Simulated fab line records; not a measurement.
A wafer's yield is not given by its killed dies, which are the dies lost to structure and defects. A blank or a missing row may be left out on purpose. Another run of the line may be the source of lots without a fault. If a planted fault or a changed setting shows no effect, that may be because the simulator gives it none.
Split-lot trial || flow n5Finfet || 7 lots, 21 wafers read, on a route of 1938 steps

## THE SPLIT
At N5_BEOL_M8_COAT_64 (time 60 s, resist thk 12 nm), the setting spinRpm was moved away from the recipe's 1500 rpm on 9 of the 21 wafers read, by -9.1% to +4.7%. For the rest of the wafers, this setting stayed at what the recipe calls for.

## FROM THE SPLIT TO THE READING: what the file shows between them, 4 steps
- N5_BEOL_M8_COAT_71: time 60 s, resist thk 5 nm
- N5_BEOL_M8_COAT_22: resist thk 30 nm
- N5_BEOL_M8_DESCUM_33: chemistry O2, time 7 s
- N5_BEOL_M8_ETCH_72: etches underlayer in N2/H2, target depth 6.5 nm, time 5.2 s

## THE READING
etch.depthNm (the simulator's own value, which no gauge read), in nm, at N5_BEOL_M8_ETCH_65 (etches SiARC in CF4, target depth 15.6 nm, time 26 s). No usual value for it is given in the file. Average 12.01 nm, standard deviation 0.049 nm, over the 12 wafers here run with the recipe.

{"wafer": "L074.1", "tool, chamber at the split": "lithoTrack-03, 0", "spinRpm as run, rpm": 1500, "against the recipe": "recipe", "etch.depthNm, nm": 12, "against lot-mates on the recipe": "-"}
{"wafer": "L074.2", "tool, chamber at the split": "lithoTrack-03, 0", "spinRpm as run, rpm": 1570, "against the recipe": "+4.7%", "etch.depthNm, nm": 11.77, "against lot-mates on the recipe": -0.23}
{"wafer": "L074.3", "tool, chamber at the split": "lithoTrack-03, 0", "spinRpm as run, rpm": 1570, "against the recipe": "+4.7%", "etch.depthNm, nm": 11.74, "against lot-mates on the recipe": -0.26}
{"wafer": "L079.3", "tool, chamber at the split": "lithoTrack-01, 0", "spinRpm as run, rpm": 1388, "against the recipe": "-7.5%", "etch.depthNm, nm": 12.48, "against lot-mates on the recipe": "+0.53"}
{"wafer": "L079.5", "tool, chamber at the split": "lithoTrack-01, 0", "spinRpm as run, rpm": 1500, "against the recipe": "recipe", "etch.depthNm, nm": 11.96, "against lot-mates on the recipe": "-"}
{"wafer": "L079.6", "tool, chamber at the split": "lithoTrack-01, 0", "spinRpm as run, rpm": 1500, "against the recipe": "recipe", "etch.depthNm, nm": 11.95, "against lot-mates on the recipe": "-"}
{"wafer": "L084.1", "tool, chamber at the split": "lithoTrack-03, 0", "spinRpm as run, rpm": 1364, "against the recipe": "-9.1%", "etch.depthNm, nm": 12.59, "against lot-mates on the recipe": "+0.61"}
{"wafer": "L084.2", "tool, chamber at the split": "lithoTrack-03, 0", "spinRpm as run, rpm": 1364, "against the recipe": "-9.1%", "etch.depthNm, nm": 12.57, "against lot-mates on the recipe": "+0.59"}
{"wafer": "L084.5", "tool, chamber at the split": "lithoTrack-03, 0", "spinRpm as run, rpm": 1500, "against the recipe": "recipe", "etch.depthNm, nm": 11.98, "against lot-mates on the recipe": "-"}
{"wafer": "L087.3", "tool, chamber at the split": "lithoTrack-04, 0", "spinRpm as run, rpm": 1570, "against the recipe": "+4.7%", "etch.depthNm, nm": 11.77, "against lot-mates on the recipe": "no lot-mate on the recipe"}
{"wafer": "L087.5", "tool, chamber at the split": "lithoTrack-04, 0", "spinRpm as run, rpm": 1570, "against the recipe": "+4.7%", "etch.depthNm, nm": 11.77, "against lot-mates on the recipe": "no lot-mate on the recipe"}
{"wafer": "L087.6", "tool, chamber at the split": "lithoTrack-04, 0", "spinRpm as run, rpm": 1570, "against the recipe": "+4.7%", "etch.depthNm, nm": 11.85, "against lot-mates on the recipe": "no lot-mate on the recipe"}
{"wafer": "L088.1", "tool, chamber at the split": "lithoTrack-01, 0", "spinRpm as run, rpm": 1500, "against the recipe": "recipe", "etch.depthNm, nm": 11.98, "against lot-mates on the recipe": "-"}
{"wafer": "L088.2", "tool, chamber at the split": "lithoTrack-01, 0", "spinRpm as run, rpm": 1432, "against the recipe": "-4.5%", "etch.depthNm, nm": 12.22, "against lot-mates on the recipe": "+0.24"}
{"wafer": "L088.3", "tool, chamber at the split": "lithoTrack-01, 0", "spinRpm as run, rpm": 1500, "against the recipe": "recipe", "etch.depthNm, nm": 11.97, "against lot-mates on the recipe": "-"}
{"wafer": "L092.4", "tool, chamber at the split": "lithoTrack-01, 0", "spinRpm as run, rpm": 1500, "against the recipe": "recipe", "etch.depthNm, nm": 12, "against lot-mates on the recipe": "-"}
{"wafer": "L092.5", "tool, chamber at the split": "lithoTrack-01, 0", "spinRpm as run, rpm": 1500, "against the recipe": "recipe", "etch.depthNm, nm": 12, "against lot-mates on the recipe": "-"}
{"wafer": "L092.6", "tool, chamber at the split": "lithoTrack-01, 0", "spinRpm as run, rpm": 1500, "against the recipe": "recipe", "etch.depthNm, nm": 11.97, "against lot-mates on the recipe": "-"}
{"wafer": "L095.2", "tool, chamber at the split": "lithoTrack-04, 0", "spinRpm as run, rpm": 1500, "against the recipe": "recipe", "etch.depthNm, nm": 12.09, "against lot-mates on the recipe": "-"}
{"wafer": "L095.3", "tool, chamber at the split": "lithoTrack-04, 0", "spinRpm as run, rpm": 1500, "against the recipe": "recipe", "etch.depthNm, nm": 12.07, "against lot-mates on the recipe": "-"}
{"wafer": "L095.6", "tool, chamber at the split": "lithoTrack-04, 0", "spinRpm as run, rpm": 1500, "against the recipe": "recipe", "etch.depthNm, nm": 12.1, "against lot-mates on the recipe": "-"}

FIT RESULTS
A straight line over all 21 wafers: etch.depthNm changes by -0.0575 nm for each +1% of spinRpm; r = -0.98; the points scatter about the line by 0.051 nm.
The same after taking each lot's own level away (the mean of its wafers on the recipe; 18 wafers): -0.0634 nm for each +1%; r = -0.99; scatter 0.027 nm.
That fit puts the effect of the largest move of spinRpm on the reading at 0.57 nm.
The span of the lots' own levels, 11.955 to 12.087 nm, comes to 2.7 times the standard deviation stated above.
Consequently the slope shifts little with the lot-to-lot level, the two slopes agreeing.
Check: for one of the wafers moved furthest among these (-9.1%), held out of the fit, the line's prediction against its lot-mates is +0.572 nm. It came out at +0.61 nm against them.

## THE WHOLE CHAIN: every reading that the file lists as answering this split, in the file's order
{"step": "N5_BEOL_M8_COAT_64", "what it does": "time 60 s, resist thk 12 nm", "reading": "SiARC_of_BEOL_M8_COAT_64.thkNm (the simulator's own value, which no gauge read)", "change (the file's fit)": "-0.0569 nm for each +1% of the setting", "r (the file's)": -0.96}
{"step": "N5_BEOL_M8_ETCH_65", "what it does": "etches SiARC in CF4, target depth 15.6 nm, time 26 s", "reading": "etch.depthNm (the simulator's own value, which no gauge read)", "change (the file's fit)": "-0.0642 nm for each +1% of the setting", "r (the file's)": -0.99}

## THE FILE'S OWN FIT
etch.depthNm changes by -0.0642 nm for each +1% of spinRpm, r = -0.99.
